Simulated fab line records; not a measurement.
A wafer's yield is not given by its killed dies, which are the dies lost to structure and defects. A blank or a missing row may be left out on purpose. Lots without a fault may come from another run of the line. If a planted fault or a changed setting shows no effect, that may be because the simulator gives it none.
fab line records | flow n5-finfet
[record] lots = 13 | wafers = 37 | last-day = 21
route steps=1938 shown BEOL_M2@916 PAD_METAL@1895 PASSIVATION@1916
lots untouched by any fault: they come from a run of this same line in which no faults occurred
start-h: hours from the record's first day to the start of the lot's first wafer shown | wait-h: hours from the lot's prior step to this one | " identical to the entry in the row above | L1.1+2: one row covering several wafers at once | - no value, or no start given | * or withheld: withheld | < > ~ a bound
route shown NAME@n: NAME is a module with steps in the file, n the number in the route of the first one | usual: mean/standard deviation of fault-free wafers | same: alike in all rows | chamber/n: place in a boat | sites: per-site readings | _std_site: the standard deviation of these | _edge_site: the outer-site mean with the inner-site mean subtracted | radius-mm: how far each site lies from the wafer's centre | mask NAME#n: copy n | behind: the last tool/chamber to shape the wafer | hold: why the lot went on hold/how many hours it stayed there/how the hold came to an end | device: names the non-switching transistor (n, p or np) | end of line: the tests these same wafers got at the end of their route | for a step that has no rows: nothing shown but its recipe | killed: not the wafer's yield, but the dies lost to structure and defects at the first sort | map: dies across one wafer; x = killed, . = not, _ = none there
set.NAME: the setting as run; set.NAME@STEP: as run at that earlier step | model.NAME: the simulator's own value behind a step, which no gauge read
the route's steps for a sample of lots (tables are steps, rows are wafers)
services: a tool's chamber out of use, with start hour (start-h, from the record's first day; less than 0 if before it), hours out, and reason
[[steps]]
[step N5_BEOL_M2_SPUTTER_92]
[recipe] material = Cu | target-thk-a = 45 | temp-c = -20 | chamber-pressure-pa = 0.07 | power-w = withheld | time-s = 8.29
[usual] throttle-valve-pct = 30.4/0.6
lot.wafer | tool           | chamber | start-h | wait-h | throttle-valve-pct
L391.3    | pvd-sputter-03 | -       | 171.56  | 0.1    | 30.0
L391.4    | "              | -       | "       | "      | 29.3
L391.6    | "              | -       | "       | "      | 30.1
L393.1    | pvd-sputter-02 | -       | 190.82  | 0.1    | 30.7
L393.4    | "              | -       | "       | "      | 29.8
L393.6    | "              | -       | "       | "      | 31.1
L394.3    | pvd-sputter-02 | -       | 197.08  | 0.1    | 30.3
L394.5    | "              | -       | "       | "      | 31.0
L394.6    | "              | -       | "       | "      | 30.2
L395.2    | pvd-sputter-02 | -       | 205.59  | 0.1    | 30.4
L401.2    | pvd-sputter-01 | -       | 233.69  | 0.1    | 30.6
L401.4    | "              | -       | "       | "      | 31.1
L401.5    | "              | -       | "       | "      | 30.6
L402.1    | pvd-sputter-03 | -       | 238.32  | 0.1    | 29.1
L402.2    | "              | -       | "       | "      | 30.8
L402.3    | "              | -       | "       | "      | 30.2
L406.2    | pvd-sputter-01 | -       | 248.06  | 0.1    | 29.8
L406.4    | "              | -       | "       | "      | 30.8
L406.6    | "              | -       | "       | "      | 30.8
L404.2    | pvd-sputter-01 | -       | 264.51  | 0.1    | 30.7
L404.3    | "              | -       | "       | "      | 29.7
L404.5    | "              | -       | "       | "      | 30.6
L408.1    | pvd-sputter-03 | -       | 278.89  | 0.1    | 29.4
L408.2    | "              | -       | "       | "      | 32.1
L408.4    | "              | -       | "       | "      | 30.7
L409.1    | pvd-sputter-01 | -       | 290.61  | 0.1    | 30.0
L409.4    | "              | -       | "       | "      | 30.3
L409.6    | "              | -       | "       | "      | 30.6
L411.2    | pvd-sputter-01 | -       | 313.70  | 0.1    | 31.0
L411.3    | "              | -       | "       | "      | 30.7
L411.4    | "              | -       | "       | "      | 30.2
L412.2    | pvd-sputter-01 | -       | 316.90  | 0.1    | 30.0
L412.3    | "              | -       | "       | "      | 30.8
L412.5    | "              | -       | "       | "      | 30.0
L413.2    | pvd-sputter-01 | -       | 321.38  | 0.1    | 30.7
L413.3    | "              | -       | "       | "      | 30.6
L413.4    | "              | -       | "       | "      | 31.0
[step N5_PASSIVATION_SPUTTER_20]
[recipe] material = TaN | target-thk-a = 500 | temp-c = 25 | chamber-pressure-pa = 0.4
[usual] throttle-valve-pct = 30.4/0.7
lot.wafer | tool           | chamber | start-h | wait-h | throttle-valve-pct
L391.3    | pvd-sputter-03 | -       | 331.03  | 0.0    | 30.4
L391.4    | "              | -       | "       | "      | 31.8
L391.6    | "              | -       | "       | "      | 31.9
L393.1    | pvd-sputter-03 | -       | 343.51  | 0.0    | 29.3
L393.4    | "              | -       | "       | "      | 30.3
L393.6    | "              | -       | "       | "      | 30.0
L394.3    | pvd-sputter-03 | -       | 353.56  | 0.0    | 30.6
L394.5    | "              | -       | "       | "      | 29.2
L394.6    | "              | -       | "       | "      | 30.4
L395.2    | pvd-sputter-03 | -       | 385.54  | 0.0    | 30.2
L402.1    | pvd-sputter-03 | -       | 392.45  | 0.0    | 30.1
L402.2    | "              | -       | "       | "      | 30.5
L402.3    | "              | -       | "       | "      | 29.2
L401.2    | pvd-sputter-02 | -       | 413.75  | 0.0    | 29.5
L401.4    | "              | -       | "       | "      | 29.9
L401.5    | "              | -       | "       | "      | 29.7
L406.2    | pvd-sputter-03 | -       | 416.08  | 0.0    | 32.2
L406.4    | "              | -       | "       | "      | 30.0
L406.6    | "              | -       | "       | "      | 29.5
L404.2    | pvd-sputter-01 | -       | 425.88  | 0.0    | 30.3
L404.3    | "              | -       | "       | "      | 29.8
L404.5    | "              | -       | "       | "      | 30.5
L408.1    | pvd-sputter-02 | -       | 430.48  | 0.0    | 30.2
L408.2    | "              | -       | "       | "      | 30.8
L408.4    | "              | -       | "       | "      | 30.3
L411.2    | pvd-sputter-01 | -       | 450.48  | 0.0    | 31.0
L411.3    | "              | -       | "       | "      | 30.1
L411.4    | "              | -       | "       | "      | 30.7
L409.1    | pvd-sputter-02 | -       | 463.24  | 0.0    | 29.7
L409.4    | "              | -       | "       | "      | 31.1
L409.6    | "              | -       | "       | "      | 29.7
L413.2    | pvd-sputter-01 | -       | 471.70  | 0.0    | 30.8
L413.3    | "              | -       | "       | "      | 29.8
L413.4    | "              | -       | "       | "      | 30.3
L412.2    | pvd-sputter-02 | -       | 503.19  | 0.0    | 30.4
L412.3    | "              | -       | "       | "      | 30.2
L412.5    | "              | -       | "       | "      | 30.1
[step N5_PASSIVATION_PECVD_35]
[recipe] material = SiNx | target-thk-a = 7000 | temp-c = 400 | precursor = SiH4/NH3/N2 | pressure-torr = 4.9 | rf-w = 1406 | time-s = 151.3
[usual] heater-power-w = 412/72 | showerhead-plenum-p-Torr = 8.65/0.068 | throttle-valve-pct = 28.9/1.7
lot.wafer | tool     | chamber | start-h | wait-h | heater-power-w | showerhead-plenum-p-Torr | throttle-valve-pct
L391.3    | pecvd-03 | 1       | 333.25  | 0.1    | 367            | 8.70                     | 30.8
L391.4    | "        | 1       | "       | "      | 394            | 8.70                     | 30.9
L391.6    | "        | 2       | "       | "      | 445            | 8.57                     | 26.1
L393.1    | pecvd-01 | 2       | 345.56  | 0.1    | 504            | 8.52                     | 27.7
L393.4    | "        | 0       | "       | "      | 456            | 8.57                     | 30.6
L393.6    | "        | 1       | "       | "      | 527            | 8.78                     | 30.1
L394.3    | pecvd-03 | 1       | 355.56  | 0.1    | 395            | 8.69                     | 30.6
L394.5    | "        | 2       | "       | "      | 510            | 8.59                     | 26.5
L394.6    | "        | 0       | "       | "      | 329            | 8.69                     | 29.0
L395.2    | pecvd-03 | 0       | 387.46  | 0.1    | 419            | 8.71                     | 29.1
L402.1    | pecvd-04 | 1       | 394.62  | 0.1    | 303            | 8.70                     | 32.7
L402.2    | "        | 2       | "       | "      | 360            | 8.67                     | 27.4
L402.3    | "        | 0       | "       | "      | 502            | 8.63                     | 28.5
L401.2    | pecvd-04 | 0       | 415.68  | 0.1    | 570            | 8.62                     | 28.3
L401.4    | "        | 2       | "       | "      | 276            | 8.70                     | 27.7
L401.5    | "        | 0       | "       | "      | 466            | 8.64                     | 28.5
L406.2    | pecvd-04 | 0       | 418.51  | 0.1    | 549            | 8.62                     | 28.5
L406.4    | "        | 0       | "       | "      | 561            | 8.66                     | 28.3
L406.6    | "        | 0       | "       | "      | 395            | 8.64                     | 28.5
L404.2    | pecvd-03 | 0       | 428.32  | 0.1    | 460            | 8.67                     | 29.6
L404.3    | "        | 2       | "       | "      | 490            | 8.59                     | 26.5
L404.5    | "        | 0       | "       | "      | 471            | 8.70                     | 29.3
L408.1    | pecvd-03 | 0       | 432.51  | 0.1    | 343            | 8.68                     | 29.4
L408.2    | "        | 1       | "       | "      | 325            | 8.69                     | 30.9
L408.4    | "        | 2       | "       | "      | 444            | 8.59                     | 26.4
L411.2    | pecvd-01 | 1       | 452.44  | 0.1    | 465            | 8.76                     | 29.7
L411.3    | "        | 2       | "       | "      | 388            | 8.53                     | 28.1
L411.4    | "        | 0       | "       | "      | 405            | 8.54                     | 31.0
L409.1    | pecvd-01 | 2       | 465.22  | 0.1    | 429            | 8.54                     | 28.0
L409.4    | "        | 0       | "       | "      | 467            | 8.53                     | 30.8
L409.6    | "        | 2       | "       | "      | 472            | 8.57                     | 28.0
L413.2    | pecvd-03 | 1       | 473.63  | 0.1    | 268            | 8.68                     | 30.6
L413.3    | "        | 0       | "       | "      | 404            | 8.70                     | 29.4
L413.4    | "        | 0       | "       | "      | 434            | 8.70                     | 29.6
L412.2    | pecvd-01 | 1       | 505.07  | 0.1    | 460            | 8.75                     | 30.0
L412.3    | "        | 0       | "       | "      | 448            | 8.57                     | 30.9
L412.5    | "        | 0       | "       | "      | 326            | 8.57                     | 30.9
[step N5_PASSIVATION_PROBE_49]
[usual] defect-limited-yield = 91.4/1.4 | killed_at_M0_to_M3 = 34/9.1 | killed_at_M4_up = 14/5.2 | killed-at-contacts = 12/6.4 | killed-at-front-end = 38/11 | killed-at-other = 3.7/2.8 | killed-dies = 102/17 | killed-open = 68/13 | killed-short = 32/7.8 | sort_bin_4_leakage = 0.05/0.3 | sort_bin_5_function = 5.1/1 | sort_bin_6_memory = 3.2/0.66 | sort-n-pass = 1076/19 | sort-yield-pct = 91.2/1.6
[same] gross-dies = 1180 | killed-at-back-side = 0 | sort_bin_8_speed[%] = 0
lot.wafer | tool      | chamber | start-h | wait-h | defect-limited-yield[%] | killed_at_M0_to_M3 | killed_at_M4_up | killed-at-contacts | killed-at-front-end | killed-at-other | killed-dies | killed-open | killed-short | sort_bin_4_leakage[%] | sort_bin_5_function[%] | sort_bin_6_memory[%] | sort-n-pass | sort-yield-pct[%]
L393.1    | prober-01 | -       | 350.21  | 0.0    | 92.1                    | 36                 | 11              | 8                  | 36                  | 2               | 93          | 46          | 44           | 0                     | 5.0                    | 2.7                  | 1087        | 92.1
L393.4    | prober-01 | -       | 350.36  | 0.2    | 92.1                    | 32                 | 8               | 11                 | 39                  | 3               | 93          | 55          | 37           | 0                     | 5.4                    | 2.1                  | 1087        | 92.1
L393.6    | prober-01 | -       | 350.46  | 0.3    | 94.1                    | 26                 | 5               | 5                  | 31                  | 3               | 70          | 42          | 25           | 0                     | 3.6                    | 2.2                  | 1110        | 94.1
L394.3    | prober-01 | -       | 359.22  | 0.1    | 92.1                    | 28                 | 20              | 13                 | 27                  | 5               | 93          | 62          | 27           | 0                     | 4.5                    | 3.2                  | 1087        | 92.1
L394.5    | prober-01 | -       | 359.32  | 0.2    | 89.7                    | 30                 | 25              | 12                 | 43                  | 11              | 121         | 84          | 34           | 0                     | 6.0                    | 4.1                  | 1059        | 89.7
L394.6    | prober-01 | -       | 359.37  | 0.3    | 89.7                    | 50                 | 14              | 9                  | 39                  | 9               | 121         | 84          | 36           | 0                     | 5.3                    | 4.7                  | 1059        | 89.7
L395.2    | prober-02 | -       | 391.20  | 0.1    | 81.6                    | 146                | 16              | 9                  | 43                  | 3               | 217         | 67          | 29           | 0                     | 11.3                   | 4.8                  | 963         | 81.6
L402.1    | prober-01 | -       | 398.52  | 0.0    | 90.4                    | 22                 | 4               | 16                 | 67                  | 4               | 113         | 67          | 45           | 0                     | 5.8                    | 3.6                  | 1067        | 90.4
L402.2    | prober-01 | -       | 398.57  | 0.1    | 88.6                    | 35                 | 9               | 19                 | 71                  | 1               | 135         | 85          | 47           | 0                     | 6.2                    | 4.7                  | 1045        | 88.6
L402.3    | prober-01 | -       | 398.62  | 0.1    | 91.4                    | 25                 | 8               | 17                 | 50                  | 1               | 101         | 62          | 37           | 0                     | 4.7                    | 3.6                  | 1079        | 91.4
L401.2    | prober-02 | -       | 419.54  | 0.1    | 91.4                    | 37                 | 8               | 17                 | 33                  | 6               | 101         | 65          | 33           | 0                     | 4.7                    | 3.4                  | 1079        | 91.4
L401.4    | prober-02 | -       | 419.64  | 0.2    | 90.6                    | 33                 | 15              | 12                 | 46                  | 5               | 111         | 76          | 32           | 0                     | 5.5                    | 3.9                  | 1069        | 90.6
L401.5    | prober-02 | -       | 419.69  | 0.2    | 92.6                    | 24                 | 11              | 6                  | 40                  | 6               | 87          | 63          | 24           | 0                     | 4.1                    | 3.1                  | 1093        | 92.6
L406.2    | prober-02 | -       | 422.47  | 0.1    | 91.4                    | 28                 | 11              | 20                 | 40                  | 2               | 101         | 70          | 30           | 0                     | 5.3                    | 2.8                  | 1079        | 91.4
L406.4    | prober-02 | -       | 422.57  | 0.2    | 93.9                    | 18                 | 8               | 25                 | 18                  | 3               | 72          | 49          | 22           | 0                     | 3.7                    | 2.3                  | 1108        | 93.9
L406.6    | prober-02 | -       | 422.67  | 0.3    | 90.4                    | 33                 | 13              | 21                 | 43                  | 3               | 113         | 78          | 32           | 0                     | 6.6                    | 2.7                  | 1067        | 90.4
L404.2    | prober-02 | -       | 432.09  | 0.1    | 92.2                    | 45                 | 8               | 5                  | 32                  | 2               | 92          | 60          | 31           | 0                     | 3.7                    | 3.2                  | 1088        | 92.2
L404.3    | prober-02 | -       | 432.14  | 0.1    | 90.4                    | 45                 | 17              | 9                  | 34                  | 8               | 113         | 70          | 38           | 0                     | 5.9                    | 3.5                  | 1067        | 90.4
L404.5    | prober-02 | -       | 432.24  | 0.2    | 93.1                    | 33                 | 8               | 7                  | 26                  | 8               | 82          | 49          | 28           | 0                     | 4.2                    | 2.5                  | 1098        | 93.1
L408.1    | prober-01 | -       | 436.11  | 0.0    | 91.9                    | 35                 | 14              | 0                  | 45                  | 2               | 96          | 69          | 27           | 0                     | 5.1                    | 2.9                  | 1084        | 91.9
L408.2    | prober-01 | -       | 436.16  | 0.1    | 90.8                    | 33                 | 12              | 8                  | 53                  | 2               | 108         | 74          | 34           | 0                     | 5.3                    | 3.6                  | 1072        | 90.8
L408.4    | prober-01 | -       | 436.26  | 0.2    | 92.3                    | 25                 | 12              | 12                 | 41                  | 1               | 91          | 68          | 23           | 0.34                  | 4.3                    | 3.1                  | 1085        | 91.9
// killed by level:class
L393.1 BEOL_M0_SAQP:geometric-particle:short=11 MOL_CONTACT_COAG:geometric-particle:open=7 BEOL_M1:geometric-particle:open=7 BEOL_M1:geometric-particle:short=6 BEOL_M2:geometric-particle:open=6 FIN_SAQP:geometric-particle:short=5 GATE_CUT:geometric-particle:short=5 FIN_SAQP:geometric-particle:open=4
L393.4 BEOL_M1:geometric-particle:open=13 GATE_CUT:geometric-particle:short=11 FIN_SAQP:geometric-particle:open=9 FIN_SAQP:geometric-particle:short=9 MOL_CONTACT_COAG:geometric-particle:open=8 BEOL_M0_SAQP:geometric-particle:short=7 BEOL_M0_SAQP:geometric-particle:open=6 GATE_CUT:geometric-particle:open=4
L393.6 GATE_CUT:geometric-particle:short=8 BEOL_M0_SAQP:geometric-particle:open=6 FIN_SAQP:geometric-particle:short=5 BEOL_M0_SAQP:geometric-particle:short=5 STI_FIN_REVEAL:geometric-particle:open=4 MOL_CONTACT_COAG:geometric-particle:open=4 BEOL_M1:geometric-particle:open=4 BEOL_M2:geometric-particle:open=4
L394.3 BEOL_M4:geometric-particle:open=10 MOL_CONTACT_COAG:geometric-particle:open=8 BEOL_M2:geometric-particle:open=7 FIN_SAQP:geometric-particle:open=5 STI_FIN_REVEAL:geometric-particle:open=5 BEOL_M3:geometric-particle:open=5 MOL_CONTACT_COAG:geometric-particle:short=5 DUMMY_GATE:geometric-particle:open=4
L394.5 BEOL_M4:geometric-particle:open=17 STI_FIN_REVEAL:geometric-particle:open=16 MOL_CONTACT_COAG:geometric-particle:open=9 BEOL_M3:geometric-particle:open=7 FIN_SAQP:geometric-particle:open=6 GATE_CUT:geometric-particle:short=4 BEOL_M0_SAQP:geometric-particle:short=4 BEOL_M0_SAQP:geometric-particle:open=4
L394.6 BEOL_M2:geometric-particle:open=12 BEOL_M0:geometric-particle:open=10 MOL_CONTACT_COAG:geometric-particle:open=8 BEOL_M4:geometric-particle:open=8 BEOL_M0_SAQP:geometric-particle:short=7 FIN_SAQP:geometric-particle:open=6 STI_FIN_REVEAL:geometric-particle:open=6 BEOL_M3:geometric-particle:open=6
L395.2 BEOL_M2:unspecified=121 STI_FIN_REVEAL:geometric-particle:open=17 MOL_CONTACT_COAG:geometric-particle:open=8 FIN_SAQP:geometric-particle:open=7 BEOL_M4:geometric-particle:open=6 GATE_CUT:geometric-particle:short=5 DUMMY_GATE:geometric-particle:open=4 BEOL_M0_SAQP:geometric-particle:short=4
L402.1 FIN_SAQP:geometric-particle:short=19 FIN_SAQP:geometric-particle:open=14 MOL_CONTACT_COAG:geometric-particle:open=12 STI_FIN_REVEAL:geometric-particle:open=7 STI_FIN_REVEAL:geometric-particle:short=5 DUMMY_GATE:geometric-particle:open=5 BEOL_M3:geometric-particle:open=5 BEOL_M3:geometric-particle:short=5
L402.2 FIN_SAQP:geometric-particle:open=21 STI_FIN_REVEAL:geometric-particle:open=16 MOL_CONTACT_COAG:geometric-particle:open=13 FIN_SAQP:geometric-particle:short=9 MOL_CONTACT_COAG:geometric-particle:short=6 BEOL_M3:geometric-particle:open=6 BEOL_M0:geometric-particle:short=6 BEOL_M0_SAQP:geometric-particle:short=6
L402.3 MOL_CONTACT_COAG:geometric-particle:open=15 STI_FIN_REVEAL:geometric-particle:open=11 FIN_SAQP:geometric-particle:open=9 FIN_SAQP:geometric-particle:short=8 BEOL_M0_SAQP:geometric-particle:short=8 BEOL_M0_SAQP:geometric-particle:open=8 GATE_CUT:geometric-particle:short=7 BEOL_M5:geometric-particle:open=5
L401.2 BEOL_M2:geometric-particle:open=15 MOL_CONTACT_COAG:geometric-particle:open=12 FIN_SAQP:geometric-particle:open=7 BEOL_M0_SAQP:geometric-particle:open=7 STI_FIN_REVEAL:geometric-particle:open=5 BEOL_M0_SAQP:geometric-particle:short=5 BEOL_M3:geometric-particle:open=5 FIN_SAQP:geometric-particle:short=4
L401.4 FIN_SAQP:geometric-particle:open=20 BEOL_M2:geometric-particle:open=12 MOL_CONTACT_COAG:geometric-particle:open=8 BEOL_M4:geometric-particle:open=7 STI_FIN_REVEAL:geometric-particle:open=6 BEOL_M3:geometric-particle:open=6 BEOL_M0_SAQP:geometric-particle:short=5 FIN_SAQP:geometric-particle:short=4
L401.5 STI_FIN_REVEAL:geometric-particle:open=12 BEOL_M2:geometric-particle:open=7 FIN_SAQP:geometric-particle:short=6 GATE_CUT:geometric-particle:short=5 MOL_CONTACT_COAG:geometric-particle:open=5 FIN_SAQP:geometric-particle:open=4 BEOL_M0_SAQP:geometric-particle:open=4 BEOL_M1:geometric-particle:open=4
L406.2 MOL_CONTACT_COAG:geometric-particle:open=17 STI_FIN_REVEAL:geometric-particle:open=14 BEOL_M1:geometric-particle:short=7 BEOL_M2:geometric-particle:open=6 BEOL_M4:geometric-particle:open=6 DUMMY_GATE:geometric-particle:open=5 BEOL_M0_SAQP:geometric-particle:short=4 STARTING-WAFER:geometric-particle:open=4
L406.4 MOL_CONTACT_COAG:geometric-particle:open=18 STI_FIN_REVEAL:geometric-particle:open=7 MOL_CONTACT_COAG:geometric-particle:short=7 BEOL_M0_SAQP:geometric-particle:open=6 BEOL_M1:geometric-particle:open=3 BEOL_M3:geometric-particle:short=3 SPACER0:geometric-particle:short=2 ILD0:geometric-particle:short=2
L406.6 STI_FIN_REVEAL:geometric-particle:open=21 MOL_CONTACT_COAG:geometric-particle:open=18 BEOL_M0_SAQP:geometric-particle:short=11 BEOL_M2:geometric-particle:open=6 BEOL_M0_SAQP:geometric-particle:open=5 FIN_SAQP:geometric-particle:open=3 STI_FIN_REVEAL:geometric-particle:short=3 DUMMY_GATE:geometric-particle:open=3
L404.2 BEOL_M0_SAQP:geometric-particle:open=17 BEOL_M2:geometric-particle:open=9 STI_FIN_REVEAL:geometric-particle:short=8 DUMMY_GATE:geometric-particle:open=8 BEOL_M0_SAQP:geometric-particle:short=8 STI_FIN_REVEAL:geometric-particle:open=5 BEOL_M3:geometric-particle:open=5 MOL_CONTACT_COAG:geometric-particle:open=4
L404.3 BEOL_M2:geometric-particle:open=17 FIN_SAQP:geometric-particle:short=14 BEOL_M0_SAQP:geometric-particle:open=9 MOL_CONTACT_COAG:geometric-particle:open=8 GATE_CUT:geometric-particle:short=7 BEOL_M1:geometric-particle:open=7 BEOL_M4:geometric-particle:open=5 BEOL_M0_SAQP:geometric-particle:short=4
L404.5 BEOL_M2:geometric-particle:open=9 BEOL_M0_SAQP:geometric-particle:short=9 DUMMY_GATE:geometric-particle:open=7 BEOL_M0_SAQP:geometric-particle:open=7 MOL_CONTACT_COAG:geometric-particle:open=5 FIN_SAQP:geometric-particle:short=3 STI_FIN_REVEAL:geometric-particle:short=3 BEOL_M3:geometric-particle:open=3
L408.1 BEOL_M3:geometric-particle:open=13 FIN_SAQP:geometric-particle:open=12 FIN_SAQP:geometric-particle:short=8 DUMMY_GATE:geometric-particle:open=8 BEOL_M1:geometric-particle:open=8 STI_FIN_REVEAL:geometric-particle:open=5 BEOL_M2:geometric-particle:open=5 BEOL_M4:geometric-particle:open=5
L408.2 FIN_SAQP:geometric-particle:open=14 FIN_SAQP:geometric-particle:short=11 STI_FIN_REVEAL:geometric-particle:open=10 BEOL_M1:geometric-particle:open=8 MOL_CONTACT_COAG:geometric-particle:open=7 BEOL_M0_SAQP:geometric-particle:short=7 BEOL_M5:geometric-particle:open=6 BEOL_M3:geometric-particle:open=5
L408.4 BEOL_M3:geometric-particle:open=12 FIN_SAQP:geometric-particle:open=10 STI_FIN_REVEAL:geometric-particle:open=9 MOL_CONTACT_COAG:geometric-particle:open=9 BEOL_M2:geometric-particle:open=6 DUMMY_GATE:geometric-particle:open=5 FIN_SAQP:geometric-particle:short=4 GATE_CUT:geometric-particle:short=4
[[services]]
tool           | chamber | start-h | hours | kind
pecvd-01       | 2       | 169.92  | 2.1   | scheduled-down
pvd-sputter-03 | -       | 175.65  | 1.1   | repair
pvd-sputter-02 | -       | 184.70  | 1.4   | repair
pecvd-03       | 2       | 202.38  | -     | clean
pecvd-03       | 2       | 202.38  | -     | consumable-replace:showerhead
pecvd-03       | 2       | 202.38  | 29.0  | scheduled-down
pecvd-03       | 2       | 202.38  | 29.0  | vent-cycle
pecvd-03       | 2       | 238.13  | 4.2   | repair
pecvd-04       | -       | 242.72  | 14.6  | pm
pecvd-03       | 0       | 248.51  | 5.5   | scheduled-down
pecvd-03       | -       | 251.82  | 0.4   | repair
pecvd-01       | 0       | 280.33  | 2.1   | scheduled-down
pecvd-03       | 0       | 283.05  | 2.1   | scheduled-down
pecvd-01       | 1       | 309.14  | 5.5   | scheduled-down
pecvd-04       | 0       | 310.70  | 5.5   | scheduled-down
pecvd-04       | 0       | 377.57  | 5.4   | repair
pecvd-04       | 1       | 404.41  | 5.5   | scheduled-down
pvd-sputter-03 | -       | 423.06  | 8.9   | repair
pvd-sputter-01 | -       | 443.95  | 4.9   | repair
pvd-sputter-03 | -       | 444.22  | 1.9   | repair
pecvd-04       | 1       | 465.26  | 2.1   | scheduled-down
pvd-sputter-02 | -       | 487.64  | 2.6   | repair
pecvd-01       | -       | 496.80  | 0.6   | repair
pecvd-01       | 1       | 499.99  | 2.1   | scheduled-down
[[key]]
[first-sign] step = N5_PASSIVATION_PROBE_49 | reading = killed_at_M0_to_M3 | direction = up | sigmas = 12 | usual = 34 | struck = 146
[effect] step = N5_PASSIVATION_PROBE_49 | reading = defect-limited-yield | direction = down | sigmas = 6.8 | usual = 91.4 | struck = 81.6
[more-kills-born-at] N5_BEOL_M2_SPUTTER_92@pvd-sputter-02 = 121
met-at N5_BEOL_M2_SPUTTER_92
struck-lots L395
struck-wafers L395.2
not-acting-at N5_PASSIVATION_SPUTTER_20,N5_PASSIVATION_PECVD_35
onset-between 197.08 205.59
[earlier-fault] kind = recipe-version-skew | tool = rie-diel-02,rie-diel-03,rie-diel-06 | chamber = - | onset-h = 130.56 | steps = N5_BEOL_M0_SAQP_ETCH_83 | wrong-recipe.time-s = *
[fault] kind = chamber-particle-source | tool = pvd-sputter-02 | chamber = - | onset-h = 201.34 | steps = N5_BEOL_M2_SPUTTER_92 | rate-per-visit-cm2 = 0.9451 | scope = struck-wafers-only
